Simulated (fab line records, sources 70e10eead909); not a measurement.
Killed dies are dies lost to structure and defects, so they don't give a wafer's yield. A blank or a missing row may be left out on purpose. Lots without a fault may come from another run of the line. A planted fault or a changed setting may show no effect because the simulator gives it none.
Problem report in the 8D (eight disciplines) form, filled by code | flow nand_harc | the parts of the form that need people (team, actions taken, sign-off) are left out

1. THE PROBLEM
cd_nm at NHARC_P_M0_CD_MEAS_09 reads a mean of 73.8 nm on 3 wafers of 1 lot; wafers without a fault read 90.0 nm with a standard deviation of 0.62. That is -26 standard deviations from the usual mean.
The step: target cd 90 nm.
First seen on wafer L329.2, day 9 01:46, on cd_sem-03. The record holds 39 wafers of 13 lots with a number at this step. Rule for "out", or "out of limits": more than 4 standard deviations from the usual mean. The other wafers with a number count as sound.

2. WHAT IT IS AND WHAT IT IS NOT
question                    | is                     | is not
which readings at this step | cd_nm                  | -
which lots                  | L329                   | L317, L318, L320, L323, L324, L328, L332, L333, L334, L336, L337, L338
which wafers of those lots  | all that have a number | -
read on which gauges        | cd_sem-03              | cd_sem-01, cd_sem-02
when                        | from day 9 01:46       | up to then (18 sound wafers); but 18 sound wafers of L332, L333, L334, L336, L337, L338 came after

3. SUSPECTS, AND WHAT RULES EACH OUT
Counting: a tool at a process step up to the reading stays a suspect if it ran every lot that is out and no sound lot after the first of them.
- the gauge at NHARC_P_M0_CD_MEAS_09: ruled out. All the wafers that are out were read on cd_sem-03, but those of them that NHARC_P_M0_EXPOSE_06 has rows for are out there too, on other tools.
- arfi_scanner-03 at NHARC_P_M0_EXPOSE_06 (exposes mask P M0, target cd 90 nm): kept. It ran the lot that is out, L329 (day 9 01:37), and no sound lot after that; its last sound lot up to then is L324 (day 7 12:14). Its own readings are out on those wafers: exposure_dose_mJ_cm2.
Left after counting: arfi_scanner-03 at NHARC_P_M0_EXPOSE_06.

4. THE CAUSE (what the simulator had put in)
Process parameter drift: arfi_scanner-03, from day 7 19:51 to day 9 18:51, at NHARC_P_M0_EXPOSE_06. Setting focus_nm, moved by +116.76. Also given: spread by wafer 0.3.
Counting left only this tool.

5. THE CHAIN OF EFFECTS, in route order
Each row: a reading whose mean over the struck wafers that have a number lies more than 3 standard deviations from the usual. Only readings for which the record gives a usual standard deviation are gone through. hours: the time from each lot's start at the first step in this table that gives one to its start at this step, as a median over the lots. sigmas: the change in usual standard deviations.
hours | step                  | reading              | usual   | on struck wafers | change | sigmas
0     | NHARC_P_M0_EXPOSE_06  | exposure_dose_mJ_cm2 | 81.28   | 84.69            | +3.41  | +43
0     | NHARC_P_M0_CD_MEAS_09 | cd_nm                | 90.0 nm | 73.8             | -16.2  | -26
The process steps in it:
- NHARC_P_M0_EXPOSE_06: exposes mask P M0, target cd 90 nm.

6. WHAT WOULD HAVE CAUGHT IT SOONER
In this record the first reading out of limits at a measuring or inspecting step was taken at day 9 01:46, 30 hours after the fault began at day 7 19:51.
The tool's own readings at NHARC_P_M0_EXPOSE_06 were out on every struck wafer that the step has a row for (exposure_dose_mJ_cm2): an alarm limit on them would have fired on the first of those.
All the lots that are out (1) had begun NHARC_P_M0_EXPOSE_06 on arfi_scanner-03 by day 9 01:46. A hold on the tool at that time would have spared none of them.
